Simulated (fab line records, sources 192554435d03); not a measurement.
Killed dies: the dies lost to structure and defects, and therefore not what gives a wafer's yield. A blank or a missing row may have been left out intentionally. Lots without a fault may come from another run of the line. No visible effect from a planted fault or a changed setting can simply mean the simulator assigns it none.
Chamber matching	flow n5 finfet	4 sister chambers for N5_BEOL_M8_STRIP_19 on rie diel-03
The step strips in O2. 4 wafers are shown with their chamber, then 10 later ones without.

WAFERS WITH THEIR CHAMBER
wafer	chamber	drypump motor current A (A)
L079.1	1	6.6
L083.4	3	5.9
L089.3	2	5.7
L089.5	0	6.0

WAFERS WITH NO CHAMBER GIVEN
wafer	drypump motor current A (A)
L089.6	5.9
L088.1	6.6
L088.2	5.9
L088.4	5.9
L090.1	5.9
L090.5	5.9
L090.6	6.6
L097.3	5.7
L097.5	5.6
L097.6	5.9

THE CHAMBER EACH PASSED THROUGH
wafer	from the rows above	in truth
L089.6	3	3
L088.1	1	1
L088.2	3	3
L088.4	3	3
L090.1	3	3
L090.5	3	3
L090.6	1	1
L097.3	2	2
L097.5	2	2
L097.6	3	3
Placed correctly: 10 of 10. Not placeable from these rows: 0. Number placed wrongly: 0.
How it was worked out, from the rows above alone: a wafer's distance from a chamber is the root of the sum, over the readings, of the square of ((its reading less the chamber's mean) divided by the reading's scatter). The wafer belongs to the nearest chamber; if the next one is less than 2 further off, it can't be placed. Each chamber's mean is taken over the wafers shown for it. The scatter: root of mean squared gap, hidden wafer to nearest shown wafer, with one shown wafer a chamber.
